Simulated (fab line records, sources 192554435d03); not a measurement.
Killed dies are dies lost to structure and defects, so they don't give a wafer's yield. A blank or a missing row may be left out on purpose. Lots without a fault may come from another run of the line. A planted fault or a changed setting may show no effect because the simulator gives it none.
fab line records | flow n5_finfet
record lots=23 wafers=69 last_day=17
route steps=1938 shown BEOL_M3@991 BEOL_M4@1021
lots that met no fault: from a run of the same line without faults
start_h: hours from the record's first day to the start of the lot's first wafer shown | wait_h: hours since the lot's step before | " the same as in the row above | L1.1+2: a row that stands for several wafers | - no value, or no start given | * or withheld: withheld | < > ~ a bound
route shown NAME@n: a module of which the file shows steps, and the number in the route of the first | usual: mean/standard deviation of fault-free wafers | same: alike in all rows | chamber/n: place in a boat | sites: the reading at each site | _std_site: their standard deviation | _edge_site: outer sites' mean less inner sites' | radius_mm: how far each site lies from the wafer's centre | mask NAME#n: copy n | behind: the tool/chamber that last shaped the wafer | hold: why the lot was held/for how many hours/how that ended | device: the transistor (n, p or np) that didn't switch | end of line: the same wafers' tests at the end of the route | a step without rows: its recipe alone | killed: dies lost to structure and defects at the first sort, not the wafer's yield | map: a wafer's dies, x killed, . not, _ none there
set.NAME: the setting as run; set.NAME@STEP: as run at that earlier step | model.NAME: the simulator's own value behind a step, which no gauge read
steps of the route over a sample of lots; a table a step, a row a wafer
services: from which hour (start_h, from the record's first day; less than 0 if before it) a tool's chamber was out of use, for how many hours, and why
## steps
# step N5_BEOL_M3_ALD_84
# recipe material=TaN target_thk_a=* temp_c=275 ald_precursor_family=PDMAT ald_co_reactant=NH3 pressure_torr=3 carrier_flow_sccm=1500 pulse_time_s=2 purge_time_s=3 co_reactant_purge_time_s=2 co_reactant_pulse_time_s=3 ald_cycles=30 precursor_vessel_temp_c=75 precursor_vessel_pressure_torr=26.25 precursor_vessel_carrier_sccm=1000
# usual heater_power_outer_w=225/33 heater_power_w=419/59 mfc_carrier_sccm=1500/4
# same co_reactant_purge_time_s=2 pulse_time_s=2
# columns lot.wafer tool chamber start_h wait_h heater_power_outer_w heater_power_w mfc_carrier_sccm
L074.2 ald_metal-02 0 156.96 0.3 226 417 1504
L074.5 " 3 " " 267 533 1500
L074.6 " 2 " " 175 331 1504
L076.1 ald_metal-03 3 166.40 0.1 259 506 1498
L076.4 " 2 " " 203 387 1502
L076.6 " 1 " " 242 425 1496
L075.2 ald_metal-03 3 174.40 0.1 260 507 1499
L075.5 " 1 " " 238 419 1505
L075.6 " 3 " " 263 508 1503
L077.1 ald_metal-01 1 178.03 0.1 205 336 1505
L077.4 " 3 " " 197 387 1501
L077.5 " 0 " " 277 471 1500
L078.1 ald_metal-02 1 180.81 0.2 171 361 1508
L078.2 " 2 " " 173 334 1491
L078.3 " 3 " " 267 522 1499
L080.2 ald_metal-03 0 192.55 0.1 237 398 1502
L080.4 " 1 " " 239 424 1509
L080.5 " 0 " " 240 392 1506
L079.2 ald_metal-01 0 195.70 0.1 273 462 1500
L079.4 " 2 " " 221 427 1497
L079.6 " 2 " " 213 418 1493
L082.1 ald_metal-01 1 200.53 0.1 205 353 1506
L082.4 " 1 " " 204 344 1500
L082.5 " 0 " " 277 491 1504
L081.1 ald_metal-03 1 208.90 0.1 234 420 1500
L081.4 " 3 " " 258 497 1505
L081.5 " 2 " " 202 400 1502
L084.1 ald_metal-03 2 212.00 0.0 199 402 1493
L084.2 " 0 " " 242 404 1492
L084.5 " 3 " " 256 493 1496
L083.1 ald_metal-02 1 212.20 0.0 175 357 1502
L083.4 " 3 " " 268 519 1505
L083.5 " 0 " " 228 414 1496
L085.3 ald_metal-03 3 227.52 0.1 260 496 1504
L085.4 " 3 " " 264 493 1502
L085.5 " 0 " " 235 400 1498
L087.1 ald_metal-03 2 239.51 0.1 203 402 1506
L087.4 " 0 " " 238 409 1501
L087.6 " 2 " " 200 397 1503
L086.3 ald_metal-02 2 239.54 0.0 174 342 1497
L086.4 " 3 " " 272 508 1502
L086.6 " 3 " " 261 512 1494
L088.1 ald_metal-01 1 245.18 0.1 203 347 1492
L088.4 " 2 " " 215 414 1503
L088.5 " 2 " " 218 428 1501
L089.2 ald_metal-03 1 247.95 0.1 231 419 1505
L089.4 " 0 " " 237 398 1504
L089.6 " 2 " " 201 399 1493
L091.1 ald_metal-02 1 256.05 0.0 175 363 1501
L091.3 " 0 " " 225 415 1505
L091.6 " 0 " " 232 418 1505
L092.2 ald_metal-01 3 259.44 0.1 196 387 1504
L092.4 " 2 " " 220 426 1506
L092.5 " 0 " " 281 475 1502
L093.2 ald_metal-01 3 277.95 0.1 194 384 1496
L093.3 " 0 " " 288 484 1498
L093.5 " 1 " " 203 343 1496
L095.1 ald_metal-03 2 280.85 0.1 198 403 1495
L095.3 " 0 " " 230 396 1502
L095.6 " 3 " " 263 506 1499
L094.1 ald_metal-02 3 280.87 0.0 270 538 1502
L094.4 " 0 " " 236 416 1509
L094.5 " 3 " " 263 519 1491
L096.2 ald_metal-02 3 287.72 0.0 266 515 1499
L096.3 " 0 " " 228 417 1499
L096.5 " 2 " " 172 338 1503
L097.1 ald_metal-01 1 302.04 0.1 208 342 1499
L097.2 " 0 " " 286 470 1504
L097.3 " 3 " " 196 375 1508
# step N5_BEOL_M3_ANNEAL_51
# recipe temp_c=225 time_s=90 ambient=N2
# usual wafer_temp_C_max=226.31/0.28
# columns lot.wafer tool chamber start_h wait_h wafer_temp_C_max
L074.2 rtp_anneal-01 0 159.51 0.1 226.57
L074.5 " 0 " " 226.41
L074.6 " 0 " " 226.16
L076.1 rtp_anneal-01 0 169.03 0.1 226.70
L076.4 " 0 " " 226.52
L076.6 " 0 " " 226.49
L075.2 rtp_anneal-01 0 177.68 0.1 226.33
L075.5 " 0 " " 226.15
L075.6 " 0 " " 226.20
L077.1 rtp_anneal-01 0 180.59 0.1 226.08
L077.4 " 0 " " 226.33
L077.5 " 0 " " 226.14
L078.1 rtp_anneal-02 0 183.40 0.2 226.20
L078.2 " 0 " " 226.26
L078.3 " 0 " " 226.28
L080.2 rtp_anneal-01 0 195.13 0.1 226.84
L080.4 " 0 " " 226.50
L080.5 " 0 " " 226.20
L079.2 rtp_anneal-01 0 198.79 0.5 225.83
L079.4 " 0 " " 226.13
L079.6 " 0 " " 226.23
L082.1 rtp_anneal-01 0 203.14 0.1 226.65
L082.4 " 0 " " 226.58
L082.5 " 0 " " 226.93
L081.1 rtp_anneal-02 0 211.60 0.1 226.27
L081.4 " 0 " " 226.41
L081.5 " 0 " " 227.30
L084.1 rtp_anneal-02 0 214.43 0.1 226.36
L084.2 " 0 " " 226.35
L084.5 " 0 " " 225.92
L083.1 rtp_anneal-02 0 214.70 0.1 226.19
L083.4 " 0 " " 226.21
L083.5 " 0 " " 226.33
L085.3 rtp_anneal-01 0 230.29 0.1 225.77
L085.4 " 0 " " 226.17
L085.5 " 0 " " 226.30
L087.1 rtp_anneal-02 0 242.38 0.1 226.09
L087.4 " 0 " " 225.81
L087.6 " 0 " " 226.14
L086.3 rtp_anneal-01 0 243.92 0.1 226.62
L086.4 " 0 " " 226.33
L086.6 " 0 " " 226.82
L088.1 rtp_anneal-01 0 247.92 0.1 226.27
L088.4 " 0 " " 226.51
L088.5 " 0 " " 226.52
L089.2 rtp_anneal-02 0 250.43 0.1 226.15
L089.4 " 0 " " 226.34
L089.6 " 0 " " 226.23
L091.1 rtp_anneal-02 0 259.11 0.1 226.15
L091.3 " 0 " " 226.13
L091.6 " 0 " " 226.20
L092.2 rtp_anneal-01 0 262.44 0.2 226.06
L092.4 " 0 " " 227.02
L092.5 " 0 " " 226.15
L093.2 rtp_anneal-01 0 280.80 0.4 226.50
L093.3 " 0 " " 226.20
L093.5 " 0 " " 226.21
L095.1 rtp_anneal-01 0 285.13 0.1 226.25
L095.3 " 0 " " 226.08
L095.6 " 0 " " 226.07
L094.1 rtp_anneal-02 0 286.97 0.1 226.88
L094.4 " 0 " " 226.41
L094.5 " 0 " " 226.83
L096.2 rtp_anneal-02 0 290.23 0.1 226.05
L096.3 " 0 " " 226.23
L096.5 " 0 " " 226.34
L097.1 rtp_anneal-01 0 304.86 0.1 226.16
L097.2 " 0 " " 226.28
L097.3 " 0 " " 226.17
# step N5_BEOL_M4_ILD_DEP_00
# recipe material=SiOC target_thk_a=790 temp_c=350 precursor=DEMS/O2 pressure_torr=5 rf_w=500 time_s=15.3
# usual heater_power_outer_w=258/45 heater_power_w=466/65 showerhead_plenum_p_Torr=5.689/0.018 throttle_valve_pct=11.8/0.6
# columns lot.wafer tool chamber start_h wait_h heater_power_outer_w heater_power_w showerhead_plenum_p_Torr throttle_valve_pct
L074.2 pecvd-03 1 160.54 0.0 173 379 5.710 10.7
L074.5 " 0 " " 232 494 5.729 11.7
L074.6 " 1 " " 176 383 5.700 10.5
L076.1 pecvd-01 0 169.95 0.0 249 427 5.680 11.5
L076.4 " 1 " " 238 451 5.663 12.2
L076.6 " 0 " " 265 421 5.684 11.8
L075.2 pecvd-03 1 178.55 0.0 194 405 5.684 10.9
L075.5 " 1 " " 198 402 5.701 10.6
L075.6 " 0 " " 213 466 5.714 11.7
L077.1 pecvd-01 0 181.50 0.0 275 432 5.673 11.7
L077.4 " 1 " " 261 477 5.674 12.3
L077.5 " 2 " " 322 575 5.690 12.3
L078.1 pecvd-03 2 184.32 0.0 240 392 5.702 11.5
L078.2 " 1 " " 200 395 5.698 10.9
L078.3 " 0 " " 215 464 5.722 11.7
L080.2 pecvd-01 0 196.00 0.0 263 430 5.685 11.5
L080.4 " 1 " " 279 489 5.678 12.1
L080.5 " 2 " " 312 581 5.701 12.2
L079.2 pecvd-04 2 199.66 0.0 221 451 5.673 11.5
L079.4 " 0 " " 312 475 5.669 13.3
L079.6 " 2 " " 148 348 5.660 11.6
L082.1 pecvd-01 1 204.24 0.0 264 490 5.683 12.2
L082.4 " 1 " " 271 486 5.668 12.1
L082.5 " 1 " " 270 473 5.677 12.1
L081.1 pecvd-01 1 212.51 0.0 265 468 5.682 12.1
L081.4 " 0 " " 296 478 5.672 11.8
L081.5 " 1 " " 269 492 5.675 12.5
L084.1 pecvd-04 1 215.43 0.0 239 469 5.720 11.8
L084.2 " 0 " " 291 439 5.684 13.0
L084.5 " 1 " " 243 483 5.722 11.8
L083.1 pecvd-03 1 215.67 0.0 184 380 5.695 11.0
L083.4 " 1 " " 180 389 5.701 10.9
L083.5 " 0 " " 253 503 5.727 11.5
L085.3 pecvd-04 0 231.12 0.0 305 459 5.702 13.3
L085.4 " 0 " " 302 455 5.676 13.2
L085.5 " 1 " " 268 517 5.716 12.1
L087.1 pecvd-01 2 243.29 0.0 285 533 5.676 11.1
L087.4 " 2 " " 300 532 5.677 11.2
L087.6 " 2 " " 297 538 5.680 11.1
L086.3 pecvd-01 1 244.78 0.0 283 488 5.660 12.2
L086.4 " 1 " " 278 508 5.684 12.4
L086.6 " 2 " " 335 617 5.668 10.9
L088.1 pecvd-04 1 248.91 0.0 267 508 5.733 11.9
L088.4 " 0 " " 253 392 5.683 13.4
L088.5 " 1 " " 271 511 5.724 12.1
L089.2 pecvd-03 1 251.30 0.0 152 347 5.693 10.8
L089.4 " 2 " " 214 363 5.705 11.5
L089.6 " 0 " " 252 516 5.721 11.5
L091.1 pecvd-04 2 260.20 0.0 215 439 5.677 11.7
L091.3 " 1 " " 225 439 5.726 11.8
L091.6 " 2 " " 217 453 5.681 11.8
L092.2 pecvd-01 2 263.32 0.0 362 640 5.679 11.0
L092.4 " 1 " " 265 482 5.670 11.9
L092.5 " 2 " " 367 640 5.672 11.1
L093.2 pecvd-01 0 281.70 0.0 290 479 5.697 11.8
L093.3 " 2 " " 305 553 5.670 11.2
L093.5 " 2 " " 299 556 5.670 11.1
L095.1 pecvd-01 2 286.05 0.0 330 575 5.681 11.3
L095.3 " 1 " " 251 466 5.675 12.2
L095.6 " 2 " " 326 593 5.672 11.0
L094.1 pecvd-03 0 287.98 0.0 233 469 5.719 11.7
L094.4 " 0 " " 229 497 5.724 11.7
L094.5 " 2 " " 239 388 5.693 11.5
L096.2 pecvd-01 2 291.11 0.0 301 546 5.679 11.2
L096.3 " 1 " " 272 488 5.678 12.3
L096.5 " 2 " " 295 548 5.682 11.2
L097.1 pecvd-01 1 305.78 0.0 223 425 5.661 11.9
L097.2 " 2 " " 342 613 5.684 11.4
L097.3 " 0 " " 278 474 5.687 11.6
# step N5_BEOL_M4_STRIP_19
# recipe chemistry=O2 power_w=400 temp_c=40 pressure_mtorr=30 rf_frequency_hz=6e+07 bias_power_w=0 overash_fraction=0.2 o2_flow_sccm=225
# usual chamber_pressure_mTorr=30.001/0.028 drypump_motor_current_A=5.6/0.36 oes_product_au=0.80/0.093 rf_vpp_V=3.7/0.45 showerhead_plenum_p_Torr=2.07/0.055 throttle_valve_pct=16.55/0.28
# columns lot.wafer tool chamber start_h wait_h chamber_pressure_mTorr drypump_motor_current_A oes_product_au rf_hours_counter_h rf_vpp_V showerhead_plenum_p_Torr throttle_valve_pct
L074.2 rie_diel-01 1 164.56 0.1 30.019 5.8 0.85 55 3.5 2.11 16.06
L074.5 " 0 " " 29.976 5.7 0.72 - 4.2 1.99 16.69
L074.6 " 3 " " 30.032 5.3 0.70 - 3.9 2.18 16.75
L076.1 rie_diel-04 1 172.02 0.1 30.026 5.4 0.91 24 4.8 2.06 16.56
L076.4 " 0 " " 30.019 6.0 0.72 228 3.6 2.05 16.64
L076.6 " 0 " " 29.980 6.0 0.73 - 3.6 2.05 16.63
L075.2 rie_diel-01 0 181.15 0.1 30.006 5.7 0.72 213 3.7 1.98 16.70
L075.5 " 2 " " 29.968 5.9 0.96 - 4.0 2.06 16.36
L075.6 " 1 " " 30.000 5.7 0.85 - 3.7 2.11 16.08
L077.1 rie_diel-01 1 184.66 0.1 30.005 5.8 0.84 63 4.0 2.11 16.06
L077.4 " 2 " " 30.023 5.9 0.95 10 3.2 2.06 16.37
L077.5 " 2 " " 30.029 5.9 0.96 - 3.4 2.06 16.36
L078.1 rie_diel-03 0 187.05 0.2 30.029 6.3 0.71 189 3.5 2.07 16.78
L078.2 " 1 " " 30.023 5.1 0.89 16 3.5 2.14 16.48
L078.3 " 2 " " 29.989 5.6 0.91 33 3.5 2.12 16.08
L080.2 rie_diel-03 0 198.79 0.1 30.025 6.4 0.71 192 3.5 2.07 16.78
L080.4 " 2 " " 29.989 5.6 0.91 36 3.6 2.12 16.07
L080.5 " 2 " " 30.000 5.6 0.90 - 3.7 2.12 16.07
L079.2 rie_diel-04 2 201.42 0.1 30.022 5.5 0.83 66 4.1 2.04 16.40
L079.4 " 1 " " 30.006 5.4 0.89 35 4.0 2.05 16.59
L079.6 " 1 " " 29.996 5.4 0.90 - 4.0 2.05 16.57
L082.1 rie_diel-04 1 206.03 0.2 30.050 5.4 0.89 37 3.4 2.05 16.58
L082.4 " 2 " " 29.966 5.5 0.83 67 3.8 2.04 16.39
L082.5 " 0 " " 30.014 6.1 0.71 - 3.4 2.04 16.67
L081.1 rie_diel-03 0 215.73 0.2 30.008 6.3 0.71 198 3.7 2.07 16.79
L081.4 " 2 " " 30.000 5.6 0.89 42 3.7 2.12 16.11
L081.5 " 0 " " 29.987 6.3 0.70 - 4.0 2.07 16.80
L084.1 rie_diel-01 1 216.87 0.1 30.027 5.8 0.84 73 4.0 2.11 16.09
L084.2 " 3 " " 29.990 5.3 0.69 199 3.6 2.18 16.78
L084.5 " 2 " " 30.007 5.9 0.91 - 3.4 2.06 16.40
L083.1 rie_diel-01 1 217.10 0.2 30.034 5.7 0.84 73 3.1 2.11 16.11
L083.4 " 3 " " 30.006 5.3 0.69 199 3.2 2.18 16.77
L083.5 " 3 " " 29.972 5.3 0.69 - 4.0 2.18 16.77
L085.3 rie_diel-03 2 232.73 0.1 30.019 5.6 0.88 46 2.7 2.12 16.08
L085.4 " 3 " " 30.011 5.4 0.66 249 2.9 2.07 17.19
L085.5 " 2 " " 30.013 5.6 0.88 - 2.9 2.12 16.10
L087.1 rie_diel-01 0 245.00 0.1 30.009 5.7 0.70 233 3.3 1.98 16.73
L087.4 " 1 " " 30.001 5.7 0.83 82 3.8 2.10 16.12
L087.6 " 1 " " 29.996 5.8 0.83 - 4.3 2.10 16.09
L086.3 rie_diel-04 2 246.08 0.1 30.024 5.5 0.83 83 3.9 2.04 16.45
L086.4 " 1 " " 29.969 5.4 0.87 - 3.5 2.05 16.61
L086.6 " 0 " " 30.021 6.1 0.70 - 3.5 2.04 16.69
L088.1 rie_diel-01 0 251.57 0.2 30.005 5.7 0.70 235 4.6 1.98 16.74
L088.4 " 1 " " 30.012 5.7 0.82 85 4.0 2.10 16.12
L088.5 " 0 " " 30.053 5.8 0.70 - 3.1 1.98 16.73
L089.2 rie_diel-04 2 252.57 0.1 30.012 5.5 0.81 87 3.3 2.04 16.45
L089.4 " 1 " " 30.035 5.4 0.86 - 3.7 2.04 16.60
L089.6 " 2 " " 29.992 5.5 0.81 - 2.7 2.04 16.44
L091.1 rie_diel-03 0 263.60 0.1 30.043 6.4 0.69 218 2.3 2.06 16.83
L091.3 " 2 " " 29.969 5.7 0.87 60 3.7 2.11 16.14
L091.6 " 2 " " 29.947 5.6 0.87 - 4.1 2.11 16.12
L092.2 rie_diel-01 1 264.71 0.1 29.968 5.7 0.81 89 3.3 2.10 16.13
L092.4 " 3 " " 30.050 5.3 0.68 214 4.5 2.17 16.80
L092.5 " 2 " " 29.981 5.9 0.88 - 4.5 2.05 16.40
L093.2 rie_diel-01 0 286.49 0.1 30.047 5.8 0.69 246 3.5 1.97 16.76
L093.3 " 3 " " 29.978 5.3 0.67 220 3.8 2.17 16.81
L093.5 " 1 " " 30.058 5.7 0.80 - 3.5 2.10 16.14
L095.1 rie_diel-03 3 287.93 0.1 30.007 5.4 0.95 10 3.1 2.06 16.74
L095.3 " 0 " " 29.966 6.3 0.68 225 4.4 2.06 16.86
L095.6 " 0 " " 30.024 6.4 0.69 - 4.3 2.06 16.85
L094.1 rie_diel-03 1 290.75 0.1 29.977 5.1 0.84 50 3.6 2.13 16.55
L094.4 " 0 " " 29.982 6.4 0.68 227 4.5 2.06 16.84
L094.5 " 1 " " 29.973 5.1 0.83 - 3.5 2.13 16.54
L096.2 rie_diel-04 3 293.10 0.3 30.034 4.9 0.74 197 3.8 1.98 16.69
L096.3 " 0 " " 30.007 6.1 0.97 4 3.8 2.03 16.31
L096.5 " 0 " " 30.011 6.1 0.97 - 3.5 2.03 16.30
L097.1 rie_diel-01 2 309.27 0.4 30.006 5.9 0.85 53 3.9 2.05 16.45
L097.2 " 1 " " 29.983 5.7 0.79 106 4.4 2.10 16.16
L097.3 " 3 " " 29.990 5.3 0.67 230 3.8 2.17 16.84
# step N5_BEOL_M4_INSPECT_30
# recipe mode=adi inspect_instrument=brightfield
# usual raw_defect_count=441/90
# columns lot.wafer tool chamber start_h wait_h raw_defect_count
L074.2 defect_inspect-02 - 165.17 0.0 400
L074.5 " - " " 362
L074.6 " - " " 400
L076.1 defect_inspect-02 - 172.62 0.1 403
L076.4 " - " " 418
L076.6 " - " " 454
L075.2 defect_inspect-01 - 181.76 0.0 391
L075.5 " - " " 321
L075.6 " - " " 307
L077.1 defect_inspect-01 - 185.14 0.1 375
L077.4 " - " " 316
L077.5 " - " " 445
L078.1 defect_inspect-01 - 187.53 0.1 428
L078.2 " - " " 365
L078.3 " - " " 317
L080.2 defect_inspect-02 - 199.40 0.0 441
L080.4 " - " " 530
L080.5 " - " " 404
L079.2 defect_inspect-01 - 201.91 0.0 584
L079.4 " - " " 323
L079.6 " - " " 478
L082.1 defect_inspect-02 - 206.63 0.1 466
L082.4 " - " " 615
L082.5 " - " " 509
L081.1 defect_inspect-01 - 216.33 0.1 348
L081.4 " - " " 471
L081.5 " - " " 497
L084.1 defect_inspect-02 - 217.35 0.1 390
L084.2 " - " " 488
L084.5 " - " " 416
L083.1 defect_inspect-01 - 217.70 0.1 401
L083.4 " - " " 376
L083.5 " - " " 292
L085.3 defect_inspect-02 - 233.21 0.0 724
L085.4 " - " " 398
L085.5 " - " " 706
L087.1 defect_inspect-02 - 245.48 0.1 400
L087.4 " - " " 374
L087.6 " - " " 340
L086.3 defect_inspect-02 - 246.55 0.0 396
L086.4 " - " " 489
L086.6 " - " " 412
L088.1 defect_inspect-01 - 252.05 0.1 534
L088.4 " - " " 521
L088.5 " - " " 527
L089.2 defect_inspect-02 - 253.18 0.0 408
L089.4 " - " " 357
L089.6 " - " " 469
L091.1 defect_inspect-02 - 264.10 0.1 466
L091.3 " - " " 388
L091.6 " - " " 355
L092.2 defect_inspect-01 - 265.19 0.0 367
L092.4 " - " " 587
L092.5 " - " " 496
L093.2 defect_inspect-01 - 286.97 0.0 268
L093.3 " - " " 347
L093.5 " - " " 422
L095.1 defect_inspect-02 - 288.53 0.1 390
L095.3 " - " " 356
L095.6 " - " " 435
L094.1 defect_inspect-02 - 291.36 0.1 582
L094.4 " - " " 535
L094.5 " - " " 573
L096.2 defect_inspect-02 - 293.58 0.0 573
L096.3 " - " " 501
L096.5 " - " " 494
L097.1 defect_inspect-02 - 309.75 0.1 477
L097.2 " - " " 356
L097.3 " - " " 414
# step N5_BEOL_M4_ETCH_69
# recipe chemistry=CF4 target=SiARC target_depth_a=156 mask_material=CAR-EUV time_s=26 ion_energy_ev=80 pressure_mtorr=40 source_w=545 bias_w=36 Ar_flow_sccm=100 cf4_flow_sccm=100 ends=cleared
# usual bias_w=36.02/0.1 chamber_pressure_mTorr=40.00/0.032 drypump_motor_current_A=5.6/0.38 etch_rf_on_time_s=25.8/0.62 oes_product_au=0.69/0.077 rf_vpp_V=183.7/1 showerhead_plenum_p_Torr=2.11/0.052 throttle_valve_pct=15.51/0.27
# columns lot.wafer tool chamber start_h wait_h bias_w chamber_pressure_mTorr drypump_motor_current_A etch_rf_on_time_s oes_product_au rf_hours_counter_h rf_vpp_V showerhead_plenum_p_Torr throttle_valve_pct
L074.2 rie_diel-01 3 165.39 0.0 35.91 39.98 5.3 26.3 0.60 182 184.2 2.22 15.66
L074.5 " 1 " " 36.18 39.98 5.7 25.4 0.72 - 185.3 2.18 15.13
L074.6 " 0 " " 35.95 40.03 5.7 25.0 0.63 - 182.9 2.04 15.70
L076.1 rie_diel-04 2 173.04 0.0 36.09 39.94 5.5 25.7 0.71 56 184.1 2.08 15.30
L076.4 " 0 " " 36.07 39.99 6.1 25.7 0.62 228 184.6 2.11 15.70
L076.6 " 0 " " 36.09 40.00 6.0 25.5 0.62 - 183.8 2.11 15.71
L075.2 rie_diel-01 0 181.84 0.0 35.92 40.01 5.8 24.8 0.63 213 182.9 2.04 15.72
L075.5 " 3 " " 35.87 39.98 5.3 25.8 0.60 - 183.6 2.22 15.68
L075.6 " 2 " " 36.12 40.00 5.9 25.5 0.82 - 183.2 2.12 15.35
L077.1 rie_diel-03 0 185.23 0.0 35.92 39.92 6.4 26.1 0.61 188 183.0 2.14 15.84
L077.4 " 2 " " 36.19 39.99 5.6 25.9 0.77 33 185.0 2.17 15.03
L077.5 " 2 " " 35.99 40.03 5.6 25.7 0.77 - 183.8 2.17 15.03
L078.1 rie_diel-03 0 187.69 0.0 36.02 40.02 6.4 26.2 0.62 189 184.3 2.14 15.84
L078.2 " 3 " " 36.01 39.98 5.4 25.6 0.60 235 182.7 2.09 16.01
L078.3 " 1 " " 36.12 39.96 5.1 24.9 0.79 16 183.8 2.17 15.36
L080.2 rie_diel-04 3 199.62 0.0 35.90 40.03 4.9 27.3 0.63 173 182.8 2.05 15.69
L080.4 " 1 " " 36.14 39.94 5.4 25.8 0.76 34 184.1 2.08 15.43
L080.5 " 1 " " 36.11 39.99 5.4 25.9 0.76 - 185.1 2.08 15.43
L079.2 rie_diel-03 1 201.99 0.0 36.07 39.99 5.1 24.6 0.78 20 183.4 2.17 15.36
L079.4 " 2 " " 36.06 40.03 5.6 25.4 0.77 38 183.8 2.17 15.07
L079.6 " 0 " " 35.81 39.94 6.4 26.1 0.61 - 184.2 2.14 15.86
L082.1 rie_diel-03 1 206.72 0.0 35.92 39.98 5.1 25.0 0.78 21 185.6 2.17 15.34
L082.4 " 3 " " 36.05 39.97 5.4 26.1 0.58 242 183.4 2.09 16.01
L082.5 " 3 " " 36.13 40.00 5.4 25.9 0.59 - 183.4 2.09 16.02
L081.1 rie_diel-03 3 216.42 0.0 36.06 40.00 5.4 26.0 0.58 245 183.7 2.09 16.02
L081.4 " 2 " " 36.04 40.03 5.6 25.9 0.75 42 183.5 2.17 15.08
L081.5 " 2 " " 35.99 40.01 5.7 25.9 0.75 - 184.5 2.17 15.08
L084.1 rie_diel-01 1 217.44 0.0 35.94 39.98 5.8 25.0 0.72 73 183.3 2.18 15.15
L084.2 " 3 " " 35.97 40.00 5.3 25.6 0.60 199 185.4 2.21 15.69
L084.5 " 1 " " 35.91 40.03 5.7 24.9 0.72 - 184.9 2.18 15.15
L083.1 rie_diel-03 0 217.78 0.0 36.09 40.02 6.4 26.3 0.60 198 183.9 2.13 15.87
L083.4 " 1 " " 36.11 40.04 5.1 25.1 0.76 24 185.4 2.17 15.37
L083.5 " 0 " " 36.07 39.94 6.4 26.4 0.60 - 184.0 2.13 15.86
L085.3 rie_diel-01 0 233.29 0.0 36.18 39.95 5.7 25.4 0.62 230 181.4 2.04 15.73
L085.4 " 2 " " 35.99 40.03 5.9 26.5 0.76 27 184.4 2.12 15.41
L085.5 " 0 " " 36.09 39.92 5.7 25.4 0.62 - 182.6 2.04 15.75
L087.1 rie_diel-01 1 245.57 0.0 36.10 40.01 5.7 25.5 0.70 82 183.3 2.17 15.17
L087.4 " 0 " " 36.11 40.01 5.8 25.4 0.61 233 181.9 2.03 15.75
L087.6 " 1 " " 36.10 40.00 5.7 25.4 0.70 - 183.1 2.17 15.16
L086.3 rie_diel-04 1 246.99 0.0 35.88 39.98 5.4 25.6 0.73 54 184.5 2.08 15.48
L086.4 " 0 " " 36.08 40.01 6.0 25.5 0.60 - 184.8 2.10 15.77
L086.6 " 1 " " 36.01 40.03 5.4 25.6 0.73 - 181.6 2.08 15.46
L088.1 rie_diel-04 2 252.13 0.0 36.09 39.94 5.5 25.6 0.67 87 183.7 2.07 15.32
L088.4 " 2 " " 36.07 39.95 5.5 25.6 0.68 - 183.1 2.07 15.32
L088.5 " 1 " " 35.91 40.01 5.4 25.5 0.73 - 182.8 2.07 15.46
L089.2 rie_diel-04 2 253.26 0.0 35.80 40.03 5.5 25.4 0.68 88 182.2 2.07 15.34
L089.4 " 3 " " 35.88 40.03 4.9 26.8 0.64 - 182.6 2.04 15.69
L089.6 " 1 " " 36.12 40.03 5.4 25.6 0.73 - 183.1 2.07 15.47
L091.1 rie_diel-03 2 264.29 0.0 36.10 40.07 5.6 25.8 0.73 61 183.3 2.16 15.12
L091.3 " 0 " " 35.99 39.97 6.4 26.2 0.59 218 182.7 2.13 15.90
L091.6 " 0 " " 35.84 39.94 6.4 26.0 0.60 - 184.0 2.13 15.90
L092.2 rie_diel-01 2 265.29 0.0 36.07 39.99 5.9 26.3 0.75 38 183.8 2.11 15.40
L092.4 " 3 " " 35.89 39.97 5.3 26.1 0.58 214 183.8 2.21 15.71
L092.5 " 0 " " 36.20 39.98 5.7 25.1 0.61 - 184.4 2.03 15.76
L093.2 rie_diel-03 2 287.06 0.0 36.02 40.01 5.6 25.6 0.73 67 184.5 2.16 15.11
L093.3 " 1 " " 36.16 39.98 5.1 24.9 0.73 48 185.2 2.16 15.42
L093.5 " 2 " " 36.20 40.05 5.6 25.8 0.73 - 184.4 2.16 15.13
L095.1 rie_diel-01 1 288.62 0.0 35.89 40.01 5.7 25.3 0.69 97 183.7 2.17 15.19
L095.3 " 0 " " 35.97 40.06 5.8 25.3 0.60 247 183.2 2.03 15.78
L095.6 " 3 " " 35.95 40.04 5.3 26.2 0.57 - 183.6 2.21 15.75
L094.1 rie_diel-04 2 291.80 0.0 36.00 39.98 5.5 26.1 0.66 104 184.0 2.07 15.37
L094.4 " 1 " " 36.00 40.01 5.4 26.2 0.70 74 182.6 2.07 15.49
L094.5 " 0 " " 36.00 39.99 6.0 26.2 0.84 - 183.7 2.09 15.30
L096.2 rie_diel-04 2 293.90 0.0 36.16 39.98 5.5 26.1 0.66 105 182.9 2.06 15.36
L096.3 " 3 " " 35.75 39.96 4.9 27.0 0.62 198 181.4 2.04 15.71
L096.5 " 1 " " 35.93 40.05 5.4 25.8 0.70 - 184.2 2.07 15.51
L097.1 rie_diel-04 2 309.90 0.0 36.07 40.00 5.5 25.9 0.66 110 183.5 2.06 15.39
L097.2 " 0 " " 36.21 40.08 6.1 25.8 0.82 10 183.6 2.09 15.33
L097.3 " 1 " " 36.00 39.97 5.4 25.8 0.70 81 182.9 2.07 15.51
## services
# columns tool chamber start_h hours kind
rie_diel-01 0 134.94 7.9 repair
pecvd-01 - 148.31 1.8 repair
ald_metal-03 - 156.16 2.8 pm
ald_metal-03 0 162.74 13.9 repair
pecvd-03 - 168.28 1.8 repair
ald_metal-03 - 175.90 0.4 repair
rie_diel-03 1 188.21 2.4 repair
ald_metal-01 2 199.65 24.1 repair
rie_diel-01 1 202.82 3.8 repair
pecvd-04 - 205.06 9.1 repair
rie_diel-04 3 218.89 32.8 repair
ald_metal-03 2 218.92 10.8 repair
rie_diel-03 3 234.65 - clean
rie_diel-03 3 234.65 - consumable_replace:focus_ring
rie_diel-01 - 236.60 0.2 repair
pecvd-03 0 262.05 7.4 repair
pecvd-03 2 266.43 2.0 repair
ald_metal-03 0 286.75 26.8 repair
rie_diel-01 0 293.81 - clean
rie_diel-01 0 293.81 - consumable_replace:focus_ring
rie_diel-01 0 293.81 - consumable_replace:showerhead
rie_diel-01 0 293.81 15.5 scheduled_down
rie_diel-01 0 293.81 15.5 vent_cycle
pecvd-04 - 303.32 1.0 repair
## key
fault none
